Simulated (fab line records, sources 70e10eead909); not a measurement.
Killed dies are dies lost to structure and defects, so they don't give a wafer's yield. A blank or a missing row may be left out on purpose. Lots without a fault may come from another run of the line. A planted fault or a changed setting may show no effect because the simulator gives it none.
fab line records | flow nand_harc | part 2 of 2: steps 27 to 38 of 38
record lots=5 wafers=15 last_day=28
route steps=1302 shown P_M1@317 P_M2@318 P_BONDPAD@351
lots that met no fault: from a run of the same line without faults
start_h: hours from the record's first day to the start of the lot's first wafer shown | wait_h: hours since the lot's step before | " the same as in the row above | L1.1+2: a row that stands for several wafers | - no value, or no start given | * or withheld: withheld | < > ~ a bound
route shown NAME@n: a module of which the file shows steps, and the number in the route of the first | usual: mean/standard deviation of fault-free wafers | same: alike in all rows | chamber/n: place in a boat | sites: the reading at each site | _std_site: their standard deviation | _edge_site: outer sites' mean less inner sites' | radius_mm: how far each site lies from the wafer's centre | mask NAME#n: copy n | behind: the tool/chamber that last shaped the wafer | hold: why the lot was held/for how many hours/how that ended | device: the transistor (n, p or np) that didn't switch | end of line: the same wafers' tests at the end of the route | a step without rows: its recipe alone | killed: dies lost to structure and defects at the first sort, not the wafer's yield | map: a wafer's dies, x killed, . not, _ none there
set.NAME: the setting as run; set.NAME@STEP: as run at that earlier step | model.NAME: the simulator's own value behind a step, which no gauge read
lots at some steps of the route; a table a step, a row a wafer
services: from which hour (start_h, from the record's first day; less than 0 if before it) a tool's chamber was out of use, for how many hours, and why
## steps
# step NHARC_P_M2_ANNEAL_31
# recipe temp_c=225 time_s=90
# usual wafer_temp_C_max=226.0/0.34
# columns lot.wafer tool chamber start_h wait_h wafer_temp_C_max
L075.2 rtp_anneal-02 0 138.51 - 225.6
L075.5 " 0 " " 226.1
L075.6 " 0 " " 225.8
L078.1 rtp_anneal-02 0 172.81 0.3 225.8
L078.2 " 0 " " 225.7
L078.5 " 0 " " 225.5
L079.3 rtp_anneal-01 0 186.06 0.3 226.3
L079.4 " 0 " " 226.1
L079.5 " 0 " " 226.5
L081.2 rtp_anneal-01 0 201.05 - 226.3
L081.3 " 0 " " 226.6
L081.5 " 0 " " 226.1
L086.3 rtp_anneal-02 0 248.36 0.3 225.5
L086.5 " 0 " " 225.8
L086.6 " 0 " " 225.6
# step NHARC_P_M2_CMP_23
# recipe t_overpolish_s=20 target_thk_nm=144.3
# usual motor_current_A=11.9/1.2 retaining_ring_pressure_frac=1.000/0.0054 slurry_filter_dp_kPa=13.50/0.13 time_to_endpoint_s=30/3.4
# columns lot.wafer tool chamber start_h wait_h motor_current_A retaining_ring_pressure_frac slurry_filter_dp_kPa time_to_endpoint_s
L075.2 cmp-02 0 138.81 - 10.2 0.998 13.53 26
L075.5 " 0 " " 10.1 0.999 13.33 26
L075.6 " 1 " " 12.7 0.998 13.54 33
L078.1 cmp-04 1 173.20 - 12.7 0.990 13.49 37
L078.2 " 2 " " 12.0 1.006 13.57 34
L078.5 " 3 " " 10.2 0.995 13.27 28
L079.3 cmp-01 2 186.36 - 12.3 0.999 13.77 27
L079.4 " 3 " " 10.7 0.990 13.56 27
L079.5 " 0 " " 12.3 1.006 13.51 32
L081.2 cmp-04 3 201.35 - 10.4 0.998 13.52 30
L081.3 " 0 " " 11.2 0.999 13.52 36
L081.5 " 0 " " 10.8 1.005 13.38 35
L086.3 cmp-01 2 248.69 - 12.5 0.999 13.43 30
L086.6 " 3 " " 10.9 1.000 13.70 26
L086.5 " 0 " " 12.5 1.002 13.51 32
# step NHARC_P_M2_THK_MEAS_24
# recipe thk_meas_gauge=xrf
# usual thk_nm=144.5/1.7
# columns lot.wafer tool chamber start_h wait_h thk_nm
L075.2 film_metro-02 - 139.12 - 143.4
L075.5 " - " " 141.7
L075.6 " - " " 145.5
L078.1 film_metro-01 - 173.46 - 147.0
L078.2 " - " " 145.6
L078.5 " - " " 143.7
L079.3 film_metro-02 - 186.62 - 144.8
L079.4 " - " " 142.5
L079.5 " - " " 145.4
L081.2 film_metro-02 - 201.66 - 144.5
L081.3 " - " " 147.7
L081.5 " - " " 147.5
L086.3 film_metro-01 - 248.92 - 144.4
L086.5 " - " " 144.6
L086.6 " - " " 143.1
# step NHARC_P_M2_SRD_25
# columns lot.wafer tool chamber start_h wait_h
L075.5+6+2 wet_bench-08 2,3,4 139.17 0.0
L078.1+2+5 wet_bench-08 2,5,6 173.50 0.0
L079.3+4+5 wet_bench-10 1,5,6 186.66 0.0
L081.2+3+5 wet_bench-08 3,6,0 201.70 0.0
L086.5+6+3 wet_bench-10 1,2,3 248.96 0.0
# step NHARC_P_M2_INSPECT_27
# usual raw_defect_count=298/110
# columns lot.wafer tool chamber start_h wait_h raw_defect_count
L075.2 defect_inspect-02 - 139.28 0.0 627
L075.5 " - " " 478
L075.6 " - " " 308
L078.1 defect_inspect-01 - 173.62 0.0 214
L078.2 " - " " 268
L078.5 " - " " 260
L079.3 defect_inspect-01 - 186.78 0.0 337
L079.4 " - " " 259
L079.5 " - " " 362
L081.2 defect_inspect-01 - 201.82 0.0 208
L081.3 " - " " 202
L081.5 " - " " 395
L086.3 defect_inspect-01 - 249.07 0.0 221
L086.5 " - " " 233
L086.6 " - " " 315
# step NHARC_P_M2_PRE_CLEAN_32
# recipe time_s=12 temp_c=370 rf_power_w=300 gas=NH3
# usual heater_power_w=641/78
# columns lot.wafer tool chamber start_h wait_h heater_power_w
L075.2 pecvd-02 0 139.34 0.1 655
L075.5 " 1 " " 721
L075.6 " 2 " " 580
L078.1 pecvd-03 1 173.68 0.1 509
L078.2 " 0 " " 570
L078.5 " 2 " " 724
L079.3 pecvd-02 1 186.89 0.1 817
L079.4 " 0 " " 662
L079.5 " 1 " " 828
L081.3 pecvd-03 2 201.89 0.1 639
L081.2 " 0 " " 634
L081.5 " 2 " " 648
L086.3 pecvd-01 1 249.15 0.1 690
L086.6 " 1 " " 674
L086.5 " 2 " " 671
# step NHARC_P_M2_DEP_33
# recipe target_thk_a=300 temp_c=370 target_thk_nm=30 pressure_torr=3 flow_sccm=200 rf_w=450 material=SiCN
# usual heater_power_w=590/80
# columns lot.wafer tool chamber start_h wait_h heater_power_w
L075.2 pecvd-02 0 139.42 0.1 552
L075.5 " 1 " " 758
L075.6 " 2 " " 581
L078.1 pecvd-03 1 173.76 0.1 432
L078.2 " 0 " " 583
L078.5 " 2 " " 631
L079.3 pecvd-02 1 187.00 0.1 684
L079.4 " 0 " " 670
L079.5 " 1 " " 669
L081.3 pecvd-03 2 201.97 0.1 682
L081.2 " 0 " " 504
L081.5 " 2 " " 710
L086.3 pecvd-01 1 249.26 0.1 504
L086.6 " 1 " " 523
L086.5 " 2 " " 620
# step NHARC_P_BONDPAD_DEP_00
# recipe target_thk_a=2500 temp_c=370 target_thk_nm=250 pressure_torr=3 flow_sccm=200 rf_w=450 material=SiCN
# usual heater_power_w=583/74
# columns lot.wafer tool chamber start_h wait_h heater_power_w
L075.2 pecvd-03 1 139.85 - 501
L075.5 " 1 " " 391
L075.6 " 2 " " 619
L078.1 pecvd-01 2 174.22 - 651
L078.2 " 0 " " 560
L078.5 " 0 " " 582
L079.3 pecvd-01 2 187.44 - 634
L079.5 " 1 " " 635
L079.4 " 2 " " 629
L081.2 pecvd-01 0 202.38 - 625
L081.3 " 1 " " 529
L081.5 " 1 " " 552
L086.3 pecvd-02 2 249.64 - 564
L086.5 " 2 " " 583
L086.6 " 1 " " 786
# step NHARC_P_BONDPAD_CMP_32
# recipe target_thk_nm=200 material=SiCN
# usual motor_current_A=11.6/1.3 retaining_ring_pressure_frac=1.000/0.005 slurry_filter_dp_kPa=13.50/0.13
# columns lot.wafer tool chamber start_h wait_h motor_current_A retaining_ring_pressure_frac slurry_filter_dp_kPa
L075.2 cmp-04 3 140.33 - 9.4 1.001 13.47
L075.5 " 0 " " 11.3 1.001 13.58
L075.6 " 1 " " 12.3 1.001 13.55
L078.1 cmp-02 1 174.58 - 12.7 0.992 13.48
L078.2 " 2 " " 11.2 1.000 13.47
L078.5 " 1 " " 12.4 0.995 13.55
L079.4 cmp-03 2 187.79 - 10.8 1.001 13.63
L079.3 " 0 " " 10.9 1.004 13.37
L079.5 " 1 " " 11.4 1.008 13.35
L081.3 cmp-04 2 202.79 - 11.6 0.995 13.46
L081.2 " 0 " " 11.1 0.995 13.56
L081.5 " 3 " " 10.2 1.001 13.69
L086.3 cmp-04 0 250.05 - 10.9 0.998 13.65
L086.5 " 0 " " 11.1 0.994 13.61
L086.6 " 1 " " 11.7 1.005 13.52
# step NHARC_P_BONDPAD_THK_MEAS_33
# recipe thk_meas_gauge=ellipsometry
# usual thk_nm=200.2/1.7
# columns lot.wafer tool chamber start_h wait_h thk_nm
L075.2 film_metro-02 - 140.50 0.2 200.2
L075.5 " - " " 203.2
L075.6 " - " " 204.2
L078.1 film_metro-02 - 174.83 0.2 200.3
L078.2 " - " " 203.4
L078.5 " - " " 201.6
L079.3 film_metro-01 - 188.01 0.2 201.8
L079.4 " - " " 202.5
L079.5 " - " " 200.5
L081.2 film_metro-02 - 203.04 0.2 201.7
L081.3 " - " " 198.9
L081.5 " - " " 198.2
L086.3 film_metro-02 - 250.30 0.2 199.2
L086.5 " - " " 201.3
L086.6 " - " " 200.5
# step NHARC_P_BONDPAD_SRD_34
# columns lot.wafer tool chamber start_h wait_h
L075.5+6+2 wet_bench-08 5,6,7 140.56 0.0
L078.1+2+5 wet_bench-08 2,4,7 174.87 0.0
L079.5+4+3 wet_bench-10 3,4,6 188.06 0.0
L081.3+2+5 wet_bench-10 6,0,1 203.08 0.0
L086.3+5+6 wet_bench-10 0,1,2 250.35 0.0
# step NHARC_P_BONDPAD_DEHYDRATE_01
# recipe temp_c=150 time_s=120
# columns lot.wafer tool chamber start_h wait_h
L075.2+5+6 litho_track-07 0 140.63 0.1
L078.1+2+5 litho_track-03 0 174.96 0.1
L079.3+4+5 litho_track-03 0 188.14 0.1
L081.2+3+5 litho_track-03 0 203.16 0.1
L086.3+5+6 litho_track-03 0 250.43 0.1
## services
# columns tool chamber start_h hours kind
rtp_anneal-02 - 112.57 2.3 repair
pecvd-01 - 113.22 1.3 repair
rie_diel-05 1 114.36 2.4 repair
wet_bench-08 - 118.48 8.0 pm
pecvd-01 - 130.08 13.0 pm
wet_bench-10 - 135.20 8.0 pm
litho_track-01 - 155.00 7.0 pm
pecvd-03 1 158.90 13.6 repair
pvd_sputter-03 - 170.00 10.0 pm
pecvd-03 - 177.07 1.3 repair
litho_track-06 - 179.00 7.0 pm
pecvd-01 1 181.38 3.8 repair
pvd_sputter-03 - 182.46 2.2 repair
pecvd-01 - 182.49 1.7 repair
pvd_sputter-02 - 183.48 7.7 repair
pecvd-03 - 185.00 13.0 pm
wet_bench-08 - 193.15 1.7 repair
litho_track-04 - 203.00 7.0 pm
rie_diel-03 3 207.45 1.3 repair
cmp-04 - 209.00 4.0 pm
pvd_sputter-03 - 214.92 15.2 repair
rie_diel-05 2 217.09 1.3 repair
pecvd-02 - 227.33 13.0 pm
rie_diel-05 - 229.60 9.0 pm
